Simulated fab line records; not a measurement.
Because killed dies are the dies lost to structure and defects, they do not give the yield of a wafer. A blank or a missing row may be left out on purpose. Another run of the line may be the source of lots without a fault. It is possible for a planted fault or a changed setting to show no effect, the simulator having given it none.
Comparing a struck lot with a sound one | flow nand harc | 18 out of 1159 route steps
Sound: wafers L501.1, L501.3, L501.5. Struck: wafer L509.3 (left out: L509.5, L509.6 of the same lot, which were not struck); the cause appears at the end.
At each step with rows: each side's tool, then ch and its chambers, then its first start. Under that, the readings that differ: sound wafers | struck wafers | difference of the means | sigmas: that difference in standard deviations of wafers without a fault.
alike: same words and numbers on both sides, and readings whose means sit less than 2 such deviations apart. not compared: any withheld reading, any reading some wafer has no value for, any bound like >300 that may hide the same value, and any number with overlapping values for which the record gives no deviation.
Wherever a step has rows on one side only, a row that says differs or no value, or a row with sigmas, the two part there. When numbers do not overlap yet have no deviation, they are printed without sigmas and do not part them. A reading that every wafer of one side lacks parts them only if that side has two wafers or more.

first, 1 step without rows for these wafers: NHARC_P_M2_ETCH_35 (etches the open film in N2/H2, target depth 40 nm, overetch 12 nm, time 43.94 s).
NHARC_P_M2_ETCH_15: etches the open film in C4F8/Ar, target depth 182.5 nm, time 91.2 s.
  sound on rie diel-08 ch 0,1,2; struck on rie diel-08 ch 3
  alike: oes product au, rf vpp V
  not compared: rf hours counter h
NHARC_P_M2_CD_MEAS_16:
  sound on cd sem-02, day 7 09:02; struck on cd sem-02, day 9 10:55
  alike: cd nm
NHARC_P_M2_STRIP_18: strips in N2/H2.
  sound on rie diel-08 ch 0,1,3, day 7 09:07; struck on rie diel-08 ch 1, day 9 11:04
  reading                | sound                | struck | difference | sigmas
  throttle valve pct (%) | 14.170 14.151 14.169 | 14.180 | +0.017     | +2
  alike: drypump motor current A, oes product au, rf vpp V, showerhead plenum p Torr
  not compared: rf hours counter h
then, 4 steps without rows for these wafers: NHARC_P_M2_ETCH_28 (etches the open film in CF4/N2, target depth 30 nm, time 72.99 s); NHARC_P_M2_STRIP_19 (strips in post etch residue remover, time 600 s); NHARC_P_M2_DEGAS_29 (time 60 s); NHARC_P_M2_PRE_CLEAN_30 (time 30 s).
NHARC_P_M2_PVD_20: deposits TaN, target thk 5 nm, time 8.06 s.
  sound on pvd sputter-02; struck on pvd sputter-03
  alike: throttle valve pct
then, 2 steps without rows for these wafers: NHARC_P_M2_PVD_21 (deposits Cu, target thk 30 nm, time 20.49 s); NHARC_P_M2_ECD_22 (material Cu, target thk 400 nm).
NHARC_P_M2_ANNEAL_31: time 90 s.
  sound on rtp anneal-02 ch 0, day 7 10:30; struck on rtp anneal-02 ch 0, day 9 12:28
  alike: wafer_temp_C_max
NHARC_P_M2_CMP_23: polishes, t overpolish 20 s, target thk 144.3 nm.
  sound on cmp-04 ch 1,2,3, day 7 10:50; struck on cmp-02 ch 2, day 9 12:47
  reading                | sound          | struck | difference | sigmas
  time to endpoint s (s) | 30.4 29.1 29.2 | 37.5   | +7.9       | +4
  alike: motor current A
NHARC_P_M2_THK_MEAS_24: measures by xrf.
  sound on film metro-02, day 7 11:10; struck on film metro-01, day 9 13:02
  reading     | sound             | struck | difference | sigmas
  thk nm (nm) | 145.9 144.5 146.5 | 150.7  | +5.1       | +3
next, for these wafers, 1 step has no rows: NHARC_P_M2_SRD_25.
NHARC_P_M2_INSPECT_27:
  sound on defect inspect-02, day 7 11:19; struck on defect inspect-01, day 9 13:11
  reading          | sound       | struck | difference | sigmas
  raw defect count | 174 212 257 | 4400   | +4186      | +30
NHARC_P_M2_PRE_CLEAN_32: time 12 s.
  sound on pecvd-03 ch 0,1, day 7 11:23; struck on pecvd-01 ch 0, day 9 13:15
  alike: heater power w
-- the record jumps here: 13 days lie between the struck wafers' starts before and after (it left off in module P_M2 and takes up again in module END, whose first step shown is number 1159 of the route) --
NHARC_END_SORT_01:
  sound on prober-01 ch 0, day 20 11:32; struck on prober-01 ch 0, day 22 03:19
  reading                  | sound          | struck | difference | sigmas
  defect limited yield (%) | 97.5 97.9 97.5 | 0      | -98        | -65
  killed at periphery      | 3 2 2          | 657    | +655       | +99 or more
  killed dies              | 17 14 17       | 677    | +661       | +66
  sort_bin_3_pct (%)       | 0.30 0 0       | 97.05  | +96.95     | +99 or more
  sort n pass              | 660 663 660    | 0      | -661       | -66
  sort rim yield pct (%)   | 95 97 98       | 0      | -97        | -30
  sort yield pct (%)       | 97.5 97.9 97.5 | 0      | -98        | -65
  alike: killed at array, killed at other, killed open, killed short, sort_bin_2_pct, sort_bin_4_pct

## WHERE THEY PART
First at NHARC_P_M2_STRIP_18; last, within this record, at NHARC_END_SORT_01.

WHY: what had been put in by the simulator
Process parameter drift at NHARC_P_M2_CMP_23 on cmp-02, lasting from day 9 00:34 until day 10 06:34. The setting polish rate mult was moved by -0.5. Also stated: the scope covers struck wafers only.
